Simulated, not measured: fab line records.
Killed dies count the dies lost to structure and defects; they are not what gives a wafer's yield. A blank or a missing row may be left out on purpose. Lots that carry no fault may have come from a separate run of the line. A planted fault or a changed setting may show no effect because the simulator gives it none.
fab line records ; flow nandHarc
[record] lots = 6; wafers = 18; lastDay = 32
route steps=1302 shown P_GATE@144 END@1302
lots with no fault: from the same line, run without faults
startH: hours from the record's first day to the start of the lot's first wafer shown ; waitH: hours from the lot's prior step to this one ; " as in the row above ; L1.1+2: several wafers, shown together as one row ; - no value, or no start given ; * or withheld: withheld ; < > ~ a bound
route shown NAME@n: a module of which the file shows steps, and the number in the route of the first ; usual: average and standard deviation across the fault-free wafers ; same: alike in all rows ; chamber/n: place in a boat ; sites: per-site readings ; _std_site: standard deviation of those values ; _edge_site: inner sites' mean taken away from outer sites' mean ; radiusMm: how far each site lies from the wafer's centre ; mask NAME#n: copy n ; behind: tool/chamber where the wafer was last shaped ; hold: reason for holding the lot/hours on hold/outcome of the hold ; device: names the non-switching transistor (n, p or np) ; end of line: the route-end tests of the same wafers ; for a step that has no rows: nothing shown but its recipe ; killed: dies lost to structure and defects at the first sort, not the wafer's yield ; map: dies across one wafer; x = killed, . = not, _ = none there
set.NAME: the setting as run; set.NAME@STEP: as run at that earlier step ; model.NAME: the simulator's own value behind a step, which no gauge read
certain route steps with their lots: each step a table, each wafer a row
services: the hour from which a tool's chamber was out of use, counted from the record's first day as startH (under 0 if before that day), plus the number of hours and why
[[steps]]
[step NHARC_P_GATE_DESCUM_31]
[recipe] timeS = 3; o2FlowSccm = 200; arFlowSccm = 0; biasPowerW = 0; chemistry = O2
[step NHARC_P_GATE_ETCH_104]
[recipe] targetDepthA = 600; timeS = withheld; cf4FlowSccm = 100; chf3FlowSccm = 30; arFlowSccm = 0; rfW = 500; biasW = 200; chemistry = CF4/CHF3
[usual] chamberPressureMTorr = 24.998/0.025; drypumpMotorCurrentA = 5.5/0.43; oesProductAu = 0.949/0.023; rfVppV = 370.5/2.6; showerheadPlenumPTorr = 1.57/0.076; throttleValvePct = 16.801/0.0086
lot.wafer;tool;chamber;startH;waitH;chamberPressureMTorr;drypumpMotorCurrentA;oesProductAu;rfVppV;showerheadPlenumPTorr;throttleValvePct
L518.2;rieDiel-02;3;132.68;0.1;25.034;5.9;0.976;367.4;1.49;16.805
L518.4;rieDiel-02;3;132.68;0.1;25.033;5.9;0.979;367.0;1.49;16.807
L518.6;rieDiel-02;1;132.68;0.1;25.009;5.5;0.918;368.5;1.51;16.787
L525.1;rieDiel-07;0;193.70;0.1;24.989;4.9;0.988;371.9;1.59;16.793
L525.3;rieDiel-07;1;193.70;0.1;24.999;5.2;0.996;374.7;1.69;16.793
L525.6;rieDiel-07;3;193.70;0.1;24.991;5.7;0.945;372.9;1.65;16.807
L527.3;rieDiel-07;1;217.01;0.1;24.996;5.2;0.941;373.2;1.69;16.816
L527.1;rieDiel-07;2;217.01;0.1;25.004;4.9;0.917;368.9;1.52;16.801
L527.6;rieDiel-07;1;217.01;0.1;25.002;5.2;0.928;372.6;1.69;16.815
L529.2;rieDiel-02;3;242.98;0.1;25.031;5.8;0.995;368.4;1.49;16.794
L529.4;rieDiel-02;0;242.98;0.1;25.021;5.1;0.957;367.6;1.48;16.811
L529.3;rieDiel-02;2;242.98;0.1;24.997;6.2;0.968;372.4;1.61;16.804
L531.2;rieDiel-03;3;257.90;0.1;25.020;6.2;0.961;374.2;1.68;16.796
L531.3;rieDiel-03;0;257.90;0.1;24.952;5.7;0.949;370.8;1.52;16.811
L531.5;rieDiel-03;2;257.90;0.1;25.016;5.5;0.976;370.7;1.57;16.802
L535.2;rieDiel-02;3;299.65;0.1;25.000;5.9;0.939;367.3;1.48;16.803
L535.3;rieDiel-02;0;299.65;0.1;25.013;5.1;0.919;368.5;1.48;16.812
L535.5;rieDiel-02;2;299.65;0.1;24.994;6.2;0.920;370.9;1.61;16.799
[step NHARC_P_GATE_HM_OPEN_105]
[recipe] targetDepthA = 3600; o2FlowSccm = 400; cosFlowSccm = 20; arFlowSccm = 0; rfW = 500; biasW = 300; chemistry = O2/COS
[usual] chamberPressureMTorr = 20.001/0.019; drypumpMotorCurrentA = 5.5/0.44; oesProductAu = 1.002/0.011; rfVppV = 467/3.2; showerheadPlenumPTorr = 3.13/0.15; throttleValvePct = 28.332/0.0089
lot.wafer;tool;chamber;startH;waitH;chamberPressureMTorr;drypumpMotorCurrentA;oesProductAu;rfHoursCounterH;rfVppV;showerheadPlenumPTorr;throttleValvePct
L518.2;rieDiel-02;3;-;-;19.976;5.9;1.021;5.0;463;2.95;28.327
L518.6;rieDiel-02;2;-;-;19.990;6.2;0.986;-;468;3.20;28.349
L518.4;rieDiel-02;3;-;-;19.986;5.8;1.016;-;463;2.95;28.307
L525.3;rieDiel-07;0;-;-;20.015;4.9;0.999;5.4;469;3.15;28.321
L525.1;rieDiel-07;1;-;-;19.971;5.2;1.005;4.9;473;3.35;28.324
L525.6;rieDiel-07;1;-;-;19.994;5.2;1.004;-;471;3.35;28.330
L527.3;rieDiel-07;0;-;-;19.966;4.9;1.006;6.9;468;3.15;28.312
L527.1;rieDiel-07;1;-;-;19.984;5.2;1.003;6.3;471;3.35;28.335
L527.6;rieDiel-07;0;-;-;19.986;5.0;1.000;-;468;3.15;28.331
L529.3;rieDiel-02;0;-;-;19.965;5.1;0.993;1.6;463;2.94;28.331
L529.2;rieDiel-02;1;-;-;20.012;5.5;0.997;1.4;464;3.00;28.329
L529.4;rieDiel-02;3;-;-;19.995;5.9;1.016;1.5;462;2.95;28.330
L531.3;rieDiel-03;0;-;-;19.996;5.7;1.006;6.7;464;3.01;28.346
L531.2;rieDiel-03;1;-;-;19.995;5.8;0.996;6.8;472;3.33;28.328
L531.5;rieDiel-03;2;-;-;20.004;5.5;1.009;-;468;3.12;28.332
L535.2;rieDiel-02;1;-;-;19.973;5.5;1.003;4.6;464;3.00;28.332
L535.3;rieDiel-02;0;-;-;19.981;5.1;0.985;5.2;464;2.94;28.341
L535.5;rieDiel-02;2;-;-;19.992;6.2;0.987;-;469;3.20;28.341
[step NHARC_P_GATE_STRIP_106]
[recipe] o2FlowSccm = 400; cosFlowSccm = 20; arFlowSccm = 0; biasW = 0; chemistry = O2/COS
[step NHARC_P_GATE_ETCH_114]
[recipe] targetDepthA = 300; overetchA = 30; timeS = 16.5; ionEnergyEv = 100; cf4FlowSccm = 80; o2FlowSccm = 20; arFlowSccm = 0; rfW = 300; biasW = 100; chemistry = CF4/O2
[step NHARC_P_GATE_ETCH_32]
[recipe] targetDepthA = 1500; overEtchFrac = 1; overEtchIonEnergyEv = 40; timeS = 100.1; hbrFlowSccm = 150; cl2FlowSccm = 50; rfW = 400; icpW = 400; biasW = 100; chemistry = HBr/Cl2
[usual] chamberPressureMTorr = 15.001/0.014; drypumpMotorCurrentA = 5.7/0.67; hbrFlowSccm = 150.1/0.46; oesProductAu = 1.003/0.0097; throttleValvePct = 26.406/0.0096
lot.wafer;tool;chamber;startH;waitH;chamberPressureMTorr;drypumpMotorCurrentA;hbrFlowSccm;oesProductAu;rfHoursCounterH;throttleValvePct
L518.4;rieSi-06;2;133.11;-;15.010;6.8;150.3;0.995;0.3;26.385
L518.2;rieSi-06;1;133.11;-;15.010;6.4;150.4;1.013;0.4;26.383
L518.6;rieSi-06;2;133.11;-;15.003;6.8;150.2;0.987;-;26.401
L525.1;rieSi-06;1;194.08;-;15.003;6.4;149.5;1.011;0.7;26.405
L525.3;rieSi-06;3;194.08;-;15.005;5.7;149.8;1.006;0.9;26.404
L525.6;rieSi-06;0;194.08;-;15.003;4.8;150.5;1.006;-;26.395
L527.3;rieSi-06;1;217.38;-;15.016;6.4;151.1;1.016;0.8;26.410
L527.1;rieSi-06;3;217.38;-;15.009;5.7;150.5;0.999;1.0;26.391
L527.6;rieSi-06;1;217.38;-;15.016;6.4;151.1;1.007;-;26.421
L529.3;rieSi-01;2;243.37;-;14.997;5.2;150.0;0.998;0.2;26.403
L529.4;rieSi-01;3;243.37;-;15.019;6.3;149.8;0.997;0.2;26.406
L529.2;rieSi-01;0;243.37;-;15.017;6.0;149.6;0.987;0.2;26.409
L531.3;rieSi-06;2;258.27;-;15.010;6.8;150.7;0.996;0.0;26.397
L531.2;rieSi-06;0;258.27;-;15.005;4.8;149.5;1.004;0.0;26.420
L531.5;rieSi-06;2;258.27;-;15.005;6.8;151.2;0.999;-;26.404
L535.2;rieSi-06;0;300.02;-;14.971;4.8;150.6;1.016;0.2;26.407
L535.3;rieSi-06;1;300.02;-;15.001;6.4;150.2;1.010;0.3;26.423
L535.5;rieSi-06;0;300.02;-;14.979;4.8;149.9;0.997;-;26.412
[step NHARC_P_GATE_STRIP_108]
[recipe] o2FlowSccm = 500; arFlowSccm = 0; biasW = 0; chemistry = O2
[step NHARC_P_GATE_CD_MEAS_33]
[usual] cdNm = 121.1/2.4
lot.wafer;tool;chamber;startH;waitH;cdNm
L518.2;cdSem-02;-;133.44;-;120.5
L518.4;cdSem-02;-;133.44;-;122.9
L518.6;cdSem-02;-;133.44;-;123.2
L525.1;cdSem-01;-;194.41;-;123.5
L525.3;cdSem-01;-;194.41;-;116.4
L525.6;cdSem-01;-;194.41;-;122.0
L527.1;cdSem-03;-;217.72;-;120.8
L527.3;cdSem-03;-;217.72;-;122.7
L527.6;cdSem-03;-;217.72;-;120.3
L529.2;cdSem-01;-;243.69;-;120.6
L529.3;cdSem-01;-;243.69;-;120.3
L529.4;cdSem-01;-;243.69;-;121.7
L531.2;cdSem-02;-;258.61;-;125.6
L531.3;cdSem-02;-;258.61;-;122.8
L531.5;cdSem-02;-;258.61;-;124.5
L535.2;cdSem-01;-;300.36;-;120.0
L535.3;cdSem-01;-;300.36;-;124.1
L535.5;cdSem-01;-;300.36;-;122.1
[step NHARC_P_GATE_STRIP_35]
[recipe] timeS = 600; tempC = 130; chemistry = SPM
[step NHARC_P_GATE_PRECLEAN_73]
[recipe] timeS = *; tempC = 50; bathAgeMin = 0; chemistry = SC1
[step NHARC_P_GATE_SRD_74]
[step NHARC_P_GATE_ALD_36]
[recipe] targetThkA = 200; pulseTimeS = 60; aldCycles = 223; tempC = 400; material = SiNx
[usual] heaterPowerW = 818/84; precursorPulseHeightRel = 0.999/0.021
lot.wafer;tool;chamber;startH;waitH;heaterPowerW;precursorPulseHeightRel;sinceWetCleanH
L518.4;aldSin-04;1;133.90;-;760;1.005;50
L518.2;aldSin-04;2;134.95;-;890;0.983;51
L518.6;aldSin-04;1;138.10;-;761;1.014;-
L525.3;aldSin-02;0;196.29;-;975;1.006;70
L525.1;aldSin-02;1;197.71;-;820;0.984;72
L525.6;aldSin-02;1;201.96;-;814;1.015;-
L527.1;aldSin-04;3;219.23;-;662;1.000;135
L527.3;aldSin-04;0;220.30;-;770;1.001;136
L527.6;aldSin-04;2;222.42;-;871;0.987;-
L529.4;aldSin-02;3;245.19;-;879;1.012;119
L529.3;aldSin-02;0;246.24;-;1032;1.059;120
L529.2;aldSin-02;1;247.29;-;809;0.988;121
L531.3;aldSin-02;2;260.10;-;795;0.978;134
L531.2;aldSin-02;3;261.13;-;856;0.999;135
L531.5;aldSin-02;1;263.20;-;865;1.008;-
L535.3;aldSin-03;3;301.88;-;770;1.008;124
L535.2;aldSin-03;0;302.94;-;775;1.017;125
L535.5;aldSin-03;2;305.06;-;888;1.007;-
[step NHARC_P_GATE_ETCHBACK_37]
[recipe] targetDepthA = 345; timeS = 17.2; chf3FlowSccm = 50; o2FlowSccm = 10; arFlowSccm = 200; rfW = 500; biasW = 200; chemistry = CHF3/O2
[usual] chamberPressureMTorr = 24.998/0.022; drypumpMotorCurrentA = 5.5/0.42; o2FlowSccm = 10.00/0.03; oesProductAu = 0.95/0.034; rfVppV = 370.3/2.7; showerheadPlenumPTorr = 2.39/0.12; throttleValvePct = 20.572/0.0098
lot.wafer;tool;chamber;startH;waitH;chamberPressureMTorr;drypumpMotorCurrentA;o2FlowSccm;oesProductAu;rfHoursCounterH;rfVppV;showerheadPlenumPTorr;throttleValvePct
L518.2;rieDiel-03;3;143.39;-;25.002;6.2;9.98;0.99;1.7;373.8;2.57;20.565
L518.4;rieDiel-03;0;143.39;-;25.032;5.7;10.02;0.99;1.7;368.0;2.32;20.566
L518.6;rieDiel-03;2;143.39;-;25.031;5.5;10.03;0.99;-;371.0;2.40;20.593
L525.1;rieDiel-02;1;206.56;-;25.013;5.5;10.03;0.92;9.3;368.3;2.31;20.566
L525.3;rieDiel-02;3;206.56;-;25.013;5.9;10.01;0.93;8.6;367.0;2.27;20.564
L525.6;rieDiel-02;1;206.56;-;24.956;5.5;10.02;0.92;-;369.6;2.31;20.576
L527.1;rieDiel-03;2;227.71;-;24.967;5.5;10.05;1.00;5.8;370.4;2.40;20.579
L527.3;rieDiel-03;0;227.71;-;24.983;5.6;4.95;0.99;5.5;369.2;2.29;20.396
L527.6;rieDiel-03;3;227.71;-;24.977;6.1;9.96;1.00;-;372.9;2.57;20.593
L529.3;rieDiel-03;1;253.60;-;24.997;5.8;10.02;0.93;6.7;373.9;2.56;20.577
L529.4;rieDiel-03;2;253.60;-;24.976;5.5;10.02;0.93;6.6;370.6;2.40;20.587
L529.2;rieDiel-03;0;253.60;-;25.010;5.7;4.98;0.93;6.4;366.1;2.29;20.392
L531.3;rieDiel-02;0;268.46;-;24.968;5.1;9.97;1.00;3.4;366.3;2.26;20.565
L531.2;rieDiel-02;2;268.46;-;25.013;6.2;10.02;0.99;2.6;372.4;2.46;20.559
L531.5;rieDiel-02;0;268.46;-;25.016;5.2;9.99;1.00;-;368.2;2.26;20.589
L535.3;rieDiel-07;2;310.35;-;24.964;4.9;9.99;1.00;0.1;368.5;2.31;20.554
L535.2;rieDiel-07;1;310.35;-;25.019;5.2;9.98;1.01;0;374.5;2.57;20.571
L535.5;rieDiel-07;0;310.35;-;24.983;4.9;9.97;0.99;-;371.2;2.42;20.570
[step NHARC_P_GATE_STRIP_101]
[recipe] timeS = 20; o2FlowSccm = 500; arFlowSccm = 0; biasW = 0; chemistry = O2
[usual] chamberPressureMTorr = 59.99/0.052; drypumpMotorCurrentA = 5.6/0.42; oesProductAu = 1.003/0.011; rfVppV = 57.8/0.9; showerheadPlenumPTorr = 3.51/0.17; throttleValvePct = 17.036/0.0096
lot.wafer;tool;chamber;startH;waitH;chamberPressureMTorr;drypumpMotorCurrentA;oesProductAu;rfHoursCounterH;rfVppV;showerheadPlenumPTorr;throttleValvePct
L518.4;rieDiel-03;3;143.48;0.1;60.01;6.2;0.996;1.7;57.5;3.77;17.042
L518.2;rieDiel-03;0;143.48;0.1;60.00;5.7;0.988;1.7;58.1;3.40;17.039
L518.6;rieDiel-03;2;143.48;0.1;60.01;5.5;0.997;-;58.1;3.53;17.056
L525.3;rieDiel-02;1;206.65;0.1;59.91;5.5;1.002;9.3;57.9;3.39;17.008
L525.1;rieDiel-02;2;206.65;0.1;60.03;6.2;0.988;8.5;56.1;3.61;17.032
L525.6;rieDiel-02;3;206.65;0.1;59.94;5.8;1.009;-;57.3;3.33;17.031
L527.1;rieDiel-03;2;227.81;0.1;59.85;5.5;1.002;5.8;57.3;3.53;17.019
L527.3;rieDiel-03;0;227.81;0.1;60.08;5.7;0.998;5.5;57.5;3.40;17.038
L527.6;rieDiel-03;2;227.81;0.1;60.13;5.5;0.992;-;58.5;3.53;17.037
L529.3;rieDiel-03;0;253.70;0.1;60.13;5.7;0.997;6.4;57.0;3.40;17.037
L529.2;rieDiel-03;1;253.70;0.1;59.94;5.8;1.011;6.7;57.4;3.76;17.037
L529.4;rieDiel-03;2;253.70;0.1;59.98;5.5;1.013;6.7;57.1;3.53;17.038
L531.2;rieDiel-02;2;268.54;0.1;59.97;6.2;0.989;2.6;58.1;3.61;17.051
L531.3;rieDiel-02;0;268.54;0.1;60.07;5.1;1.000;3.4;57.8;3.32;17.029
L531.5;rieDiel-02;2;268.54;0.1;59.93;6.2;0.990;-;58.6;3.61;17.042
L535.3;rieDiel-07;1;310.46;0.1;60.03;5.2;1.013;0.0;59.5;3.78;17.037
L535.2;rieDiel-07;0;310.46;0.1;59.91;4.9;0.994;0.1;56.8;3.56;17.044
L535.5;rieDiel-07;0;310.46;0.1;59.99;4.9;0.994;-;58.5;3.56;17.033
[step NHARC_END_SORT_01]
[recipe] tempC = 25
[usual] killedAtArray = 59/20; killedAtOther = 0.8/1.2; killedAtPeriphery = 3.5/2.2; killedDies = 63/20; killedOpen = 3.3/1.8; killedShort = 2.6/1.7
[same] grossDies = 677
lot.wafer;tool;chamber;startH;waitH;killedAtArray;killedAtOther;killedAtPeriphery;killedDies;killedOpen;killedShort
L527.1;prober-01;0;678.59;2.5;86;2;1;89;2;5
L527.3;prober-01;0;680.19;3.1;80;0;4;84;4;1
L527.6;prober-01;0;682.58;4.0;95;1;4;100;7;1
L529.2;prober-02;0;693.95;2.8;58;0;5;63;2;2
L529.3;prober-02;0;694.75;3.1;66;0;2;68;1;5
L529.4;prober-02;0;695.55;3.4;72;1;6;79;1;6
L535.2;prober-02;0;769.77;2.8;50;2;8;60;4;2
L535.3;prober-02;0;770.59;3.1;38;2;2;42;1;2
L535.5;prober-02;0;772.22;3.8;42;1;5;48;2;4
// killed by level:class
L527.1 A_CHANNEL_HOLE_D1:chamberFilmFlake=31 A_SLIT:chamberFilmFlake=28 A_CHANNEL_HOLE_D2:chamberFilmFlake=15 A_CONTACT:chamberFilmFlake=4 A_STAIRCASE:chamberFilmFlake=2 THIN_TSV:chamberFilmFlake=2 P_GATE:geometricParticle:open=1 A_CHANNEL_FILL_D1:geometricParticle:short=1
L527.3 A_SLIT:chamberFilmFlake=26 A_CHANNEL_HOLE_D1:chamberFilmFlake=24 A_CHANNEL_HOLE_D2:chamberFilmFlake=17 A_CONTACT:chamberFilmFlake=7 A_STAIRCASE:chamberFilmFlake=3 P_M0:geometricParticle:open=2 P_M1:geometricParticle:open=1 A_CHANNEL_FILL_D1:geometricParticle:short=1
L527.6 A_SLIT:chamberFilmFlake=30 A_CHANNEL_HOLE_D1:chamberFilmFlake=26 A_CHANNEL_HOLE_D2:chamberFilmFlake=22 A_CONTACT:chamberFilmFlake=7 A_STAIRCASE:chamberFilmFlake=3 A_WL_FILL:chamberFilmFlake=2 P_GATE:geometricParticle:open=1 P_CONTACT:geometricParticle:open=1
L529.2 A_SLIT:chamberFilmFlake=30 A_CHANNEL_HOLE_D2:chamberFilmFlake=19 A_CONTACT:chamberFilmFlake=4 A_CHANNEL_HOLE_D1:chamberFilmFlake=4 P_CONTACT:geometricParticle:short=1 P_M0:geometricParticle:short=1 P_M0:geometricParticle:open=1 A_BLC:geometricParticle:open=1
L529.3 A_SLIT:chamberFilmFlake=31 A_CHANNEL_HOLE_D2:chamberFilmFlake=16 A_CHANNEL_HOLE_D1:chamberFilmFlake=5 A_CONTACT:chamberFilmFlake=5 A_ONON_D1:geometricParticle:short=2 A_WL_FILL:chamberFilmFlake=2 A_DECK1_JOINT:geometricParticle:short=1 A_CHANNEL_FILL_D2:geometricParticle:short=1
L529.4 A_SLIT:chamberFilmFlake=39 A_CHANNEL_HOLE_D2:chamberFilmFlake=14 A_CHANNEL_HOLE_D1:chamberFilmFlake=6 A_CONTACT:chamberFilmFlake=6 A_ONON_D1:geometricParticle:short=2 P_CONTACT:chamberFilmFlake=2 A_DECK1_JOINT:geometricParticle:short=2 P_STI:chamberFilmFlake=2
L535.2 A_CHANNEL_HOLE_D1:chamberFilmFlake=25 A_SLIT:chamberFilmFlake=10 A_STAIRCASE:chamberFilmFlake=9 P_GATE:chamberFilmFlake=4 P_ZERO_WELL:chamberFilmFlake=2 P_CONTACT:geometricParticle:open=1 A_CHANNEL_FILL_D2:geometricParticle:open=1 A_CHANNEL_FILL_D2:geometricParticle:short=1
L535.3 A_CHANNEL_HOLE_D1:chamberFilmFlake=19 A_STAIRCASE:chamberFilmFlake=6 A_SLIT:chamberFilmFlake=4 A_CONTACT:chamberFilmFlake=3 A_M1:chamberFilmFlake=3 A_WL_FILL:geometricParticle:short=2 THIN_TSV:chamberFilmFlake=2 P_CONTACT:geometricParticle:open=1
L535.5 A_CHANNEL_HOLE_D1:chamberFilmFlake=18 A_SLIT:chamberFilmFlake=8 A_STAIRCASE:chamberFilmFlake=5 P_GATE:chamberFilmFlake=3 A_WL_FILL:chamberFilmFlake=2 A_CONTACT:chamberFilmFlake=2 P_CONTACT:geometricParticle:open=1 P_M0:geometricParticle:short=1
[[services]]
tool;chamber;startH;hours;kind
rieDiel-07;-;117.20;9.0;pm
aldSin-02;-;118.00;10.0;pm
rieSi-01;0;145.26;2.7;repair
rieSi-06;1;162.26;10.8;repair
rieDiel-07;3;175.94;13.5;repair
rieSi-06;-;185.21;1.1;repair
aldSin-02;2;187.69;7.3;repair
rieDiel-07;-;187.88;0.4;repair
rieDiel-03;-;194.08;0.6;repair
rieSi-06;0;195.06;3.8;repair
rieSi-06;-;208.38;3.6;repair
rieDiel-02;-;216.70;9.0;pm
aldSin-04;1;240.08;6.8;repair
aldSin-04;0;242.40;11.4;repair
rieSi-06;-;249.00;9.0;pm
rieDiel-03;-;254.16;1.2;repair
rieDiel-03;-;269.62;1.0;repair
rieDiel-03;-;281.30;9.0;pm
rieDiel-07;-;294.20;9.0;pm
rieDiel-07;1;304.94;4.0;repair
aldSin-04;2;306.79;3.0;repair
aldSin-04;0;307.85;6.3;repair
rieDiel-07;3;308.73;40.5;repair
aldSin-02;1;309.78;8.4;repair
[[key]]
[firstSign] step = NHARC_P_GATE_ETCHBACK_37; reading = o2FlowSccm; direction = down; sigmas = 99+; usual = *; struck = *
[effect] step = NHARC_P_GATE_ETCHBACK_37; reading = throttleValvePct; direction = down; sigmas = 18; usual = 20.572; struck = 20.394
metAt NHARC_P_GATE_ETCHBACK_37
struckWafers L527.3,L529.2
testerLeftOut L527,L529
onsetBetween 143.39 227.71
[fault] kind = processParameterDrift; tool = rieDiel-03; chamber = 0; onsetH = 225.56; steps = NHARC_P_GATE_ETCHBACK_37; channel = o2FlowSccm; offset = *; shape = step; endH = 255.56; actsIn = *; stated = *
// testerLeftOut: of these lots the tester's yield and bins aren't shown, on N5 and GAA mostly nor the transistor test; their killed dies are dies lost to structure and defects alone, not to doping, threshold or leakage, so they don't give the yield
